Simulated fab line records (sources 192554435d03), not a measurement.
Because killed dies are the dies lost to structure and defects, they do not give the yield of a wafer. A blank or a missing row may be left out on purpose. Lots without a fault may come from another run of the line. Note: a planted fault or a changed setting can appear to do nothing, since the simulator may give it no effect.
Split-lot experiment ; flow n5_finfet ; route with 1938 steps; 7 lots, 39 wafers read

== THE SPLIT ==
At N5_BEOL_M11_ETCH_62 (etches SOC in N2/H2, target depth 110 nm, overetch 22 nm, time 165 s), the setting time_s was moved away from the recipe's 165 s on 18 of the 39 wafers read, by -59.7% to +33.8%. For the rest of the wafers, this setting stayed at what the recipe calls for.

The reading is taken at the split's own step.

== THE READING ==
SiARC_of_BEOL_M11_COAT_60.thk_nm (the simulator's own value, which no gauge read), in nm, at N5_BEOL_M11_ETCH_62 (etches SOC in N2/H2, target depth 110 nm, overetch 22 nm, time 165 s). The file gives no usual value for it. Here, 21 wafers ran the recipe; their average is 23.7 nm with a standard deviation of 0.23 nm.

wafer;tool, chamber at the split;time_s as run, s;against the recipe;SiARC_of_BEOL_M11_COAT_60.thk_nm, nm;against lot-mates on the recipe
L075.1;rie_diel-05, 3;165;recipe;23;-
L075.2;rie_diel-05, 2;69.2;-58.1%;27.6;+4.1
L075.3;rie_diel-05, 0;165;recipe;23.8;-
L075.4;rie_diel-05, 1;69.2;-58.1%;27.2;+3.7
L075.5;rie_diel-05, 1;165;recipe;23.6;-
L075.6;rie_diel-05, 2;69.2;-58.1%;27.4;+3.9
L077.1;rie_diel-06, 0;165;recipe;23.6;-
L077.2;rie_diel-06, 3;165;recipe;24.2;-
L077.3;rie_diel-06, 1;165;recipe;23.8;-
L076.1;rie_diel-06, 2;165;recipe;23.8;-
L076.2;rie_diel-06, 3;123.7;-25.0%;25.6;+1.9
L076.3;rie_diel-06, 0;165;recipe;23.6;-
L076.4;rie_diel-06, 1;123.7;-25.0%;25.2;+1.5
L076.5;rie_diel-06, 1;165;recipe;23.8;-
L076.6;rie_diel-06, 2;123.7;-25.0%;25.4;+1.7
L079.1;rie_diel-06, 1;66.44;-59.7%;27.4;+3.8
L079.2;rie_diel-06, 3;66.44;-59.7%;27.4;+3.8
L079.3;rie_diel-06, 2;66.44;-59.7%;27.4;+3.8
L079.4;rie_diel-06, 0;165;recipe;23.4;-
L079.5;rie_diel-06, 2;165;recipe;23.6;-
L079.6;rie_diel-06, 3;165;recipe;23.8;-
L085.1;rie_diel-05, 2,0;134.4;-18.5%;25;+1.4
L085.5;rie_diel-05, 2,0;134.4;-18.5%;25;+1.4
L085.2;rie_diel-05, 0;165;recipe;23.8;-
L085.3;rie_diel-05, 3;134.4;-18.5%;24.4;+0.8
L085.4;rie_diel-05, 1;165;recipe;23.6;-
L085.6;rie_diel-05, 1;165;recipe;23.4;-
L091.1;rie_diel-06, 3;101.7;-38.4%;26.2;+2.5
L091.2;rie_diel-06, 2;165;recipe;23.8;-
L091.3;rie_diel-06, 0;101.7;-38.4%;26;+2.3
L091.4;rie_diel-06, 2;101.7;-38.4%;26.2;+2.5
L091.5;rie_diel-06, 3;165;recipe;23.8;-
L091.6;rie_diel-06, 0;165;recipe;23.6;-
L093.1;rie_diel-05, 0;220.8;+33.8%;21.8;-1.9
L093.2;rie_diel-05, 2;220.8;+33.8%;22;-1.7
L093.3;rie_diel-05, 1;165;recipe;23.6;-
L093.4;rie_diel-05, 3;220.8;+33.8%;20.8;-2.9
L093.5;rie_diel-05, 0;165;recipe;23.8;-
L093.6;rie_diel-05, 1;165;recipe;23.6;-
The file does not say which wafer passed through which chamber wherever a row lists several chambers: such a row stands for several wafers.

THE FIT
A straight line over all 39 wafers: SiARC_of_BEOL_M11_COAT_60.thk_nm changes by -0.0636 nm for each +1% of time_s; r = -0.99; the points scatter about the line by 0.25 nm.
The same after taking each lot's own level away (the mean of its wafers on the recipe; 39 wafers): -0.0648 nm for each +1%; r = -0.99; scatter 0.24 nm.
According to that fit, moving time_s by its largest amount changes the reading by 3.9 nm.
The lots' own levels span 23.47 to 23.87 nm, that is 1.8 times the standard deviation above.
The two slopes agree, so the slope changes little with the lot-to-lot level.
Check: for one of the wafers moved furthest among these (-59.7%), held out of the fit, the line's prediction against its lot-mates is +3.89 nm. Against them it came out at +3.8 nm.

== OTHER SPLITS ON THESE WAFERS ==
These wafers also went through other splits before the reading. Each is held against what the fit with the lots' levels taken away leaves over:
other split on the same wafers;wafers away from the commonest value;r with SiARC_of_BEOL_M11_COAT_60.thk_nm (lot level and that fit taken away)
N5_BEOL_M5_TRENCH_ETCH_37 target_depth_a;12;+0.16

== THE WHOLE CHAIN: every reading that the file lists as answering this split, in the file's order ==
step;what it does;reading;change (the file's fit);r (the file's)
N5_BEOL_M11_ETCH_62;etches SOC in N2/H2, target depth 110 nm, overetch 22 nm, time 165 s;etch.depth_nm (the simulator's own value, which no gauge read);not straight: 53.29 at the lowest setting, 100.2 at the recipe, 100.3 at the highest;not given
N5_BEOL_M11_ETCH_62;etches SOC in N2/H2, target depth 110 nm, overetch 22 nm, time 165 s;SiARC_of_BEOL_M11_COAT_60.thk_nm (the simulator's own value, which no gauge read);-0.0649 nm for each +1% of the setting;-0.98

== THE FILE'S OWN FIT ==
SiARC_of_BEOL_M11_COAT_60.thk_nm changes by -0.0649 nm for each +1% of time_s, r = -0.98.
